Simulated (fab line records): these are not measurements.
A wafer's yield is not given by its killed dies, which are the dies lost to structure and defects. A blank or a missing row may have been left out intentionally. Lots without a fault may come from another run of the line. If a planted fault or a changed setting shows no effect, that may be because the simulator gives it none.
Which of the tools did it? + flow nand_harc + 9 lots with 23 wafers sampled at 4 steps, on a route of 1159 steps

## WHAT EACH GAUGE READ, for each wafer
NHARC_A_CHANNEL_HOLE_D1_CD_MEAS_10: the cd target is 100 nm.
| lot  | measured     | on        | cd_nm (nm)       |
|------|--------------|-----------|------------------|
| L379 | day 8 14:54  | cd_sem-02 | 99.8 99.8 99.5   |
| L382 | day 9 11:39  | cd_sem-02 | 99.1 98.8 99.2   |
| L384 | day 10 16:41 | cd_sem-02 | 99.3 99.0 99.5   |
| L391 | day 11 23:59 | cd_sem-01 | 117.0 116.8      |
| L392 | day 12 01:38 | cd_sem-01 | 117.0 117.1      |
| L393 | day 12 07:07 | cd_sem-01 | 100.0 100.5 99.7 |
| L394 | day 12 16:11 | cd_sem-02 | 98.9 100.1 99.5  |
| L395 | day 13 07:34 | cd_sem-03 | 99.4 100.4 99.8  |
| L399 | day 13 17:21 | cd_sem-01 | 99.6 99.4 100.5  |

## WHAT TOOL EACH LOT RAN ON (gives the tool, then ch and the chambers of the sampled wafers, and finally the start)
| lot  | NHARC_P_BONDPAD_ACTIVATE_29        | NHARC_A_ZERO_WELL_ETCH_13        | NHARC_A_CHANNEL_HOLE_D1_PEB_08    |
|------|------------------------------------|----------------------------------|-----------------------------------|
| L379 | rie_diel-04 ch 1,2,3, day 6 22:15  | rie_si-05 ch 0,2,3, day 6 23:53  | litho_track-06 ch 0, day 8 14:49  |
| L382 | rie_diel-04 ch 0,1,2, day 7 20:22  | rie_si-03 ch 0,1,3, day 7 21:53  | litho_track-06 ch 0, day 9 11:34  |
| L384 | rie_diel-04 ch 2,3, day 8 15:52    | rie_si-03 ch 0,1, day 8 17:28    | litho_track-06 ch 0, day 10 16:36 |
| L391 | rie_diel-04 ch 1, day 10 07:01     | rie_si-05 ch 0, day 10 08:33     | litho_track-06 ch 0, day 11 23:54 |
| L392 | rie_diel-04 ch 3, day 10 07:17     | rie_si-03 ch 2, day 10 08:56     | litho_track-06 ch 0, day 12 01:33 |
| L393 | rie_diel-12 ch 0,2, day 10 16:06   | rie_si-02 ch 1,2,3, day 10 17:45 | litho_track-04 ch 0, day 12 07:02 |
| L394 | rie_diel-04 ch 1,2,3, day 11 00:55 | rie_si-03 ch 1,2,3, day 11 02:31 | litho_track-04 ch 0, day 12 16:05 |
| L395 | rie_diel-04 ch 0,1,2, day 11 15:41 | rie_si-02 ch 1,3, day 11 17:17   | litho_track-04 ch 0, day 13 07:29 |
| L399 | rie_diel-04 ch 0,1, day 11 23:04   | rie_si-05 ch 1,2, day 12 00:40   | litho_track-04 ch 0, day 13 17:16 |
- NHARC_P_BONDPAD_ACTIVATE_29: chemistry N2, time 60 s.
- NHARC_A_ZERO_WELL_ETCH_13: etches the open film in HBr/Cl2, target depth 120 nm, time 40.1 s.
- NHARC_A_CHANNEL_HOLE_D1_PEB_08: peb time 65 s.

## THE ANSWER, worked out from the rows above alone
Rule: the lots themselves supply what counts as usual. Put in order of their means at a reading, lots are off if they are a third of the lots or fewer, leave a main group of 4 or more, and stand apart from it by a gap of 3 or more times the standard deviation of the main group's means; of several such gaps the widest counts. A main group whose means are all the same, to the digits that the tables above print for the reading, isn't used. A lot without any number at a reading at which 4 lots or more have one is off too. Any other lot the step has rows for is counted as sound.
Off at NHARC_A_CHANNEL_HOLE_D1_CD_MEAS_10 (cd_nm): L391, L392. The main group has a mean of 99.6 nm with a standard deviation of 0.34.
A tool fits if, at a process step before that reading, it ran every lot that is off, and no sound lot after the first of them. Gauges at NHARC_A_CHANNEL_HOLE_D1_CD_MEAS_10: tried the same way as those tools. One fits: litho_track-06 at NHARC_A_CHANNEL_HOLE_D1_PEB_08. Its last sound lot is L384 (day 10 16:36), its first lot that is off L391 (day 11 23:54): a fault that began between those two fits.

## WHAT WAS PUT IN BY THE SIMULATOR
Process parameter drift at NHARC_A_CHANNEL_HOLE_D1_PEB_08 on litho_track-06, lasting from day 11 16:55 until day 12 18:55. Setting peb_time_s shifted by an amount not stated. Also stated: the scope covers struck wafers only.
Shown lots that were struck: L391, L392. The rule above found the same.
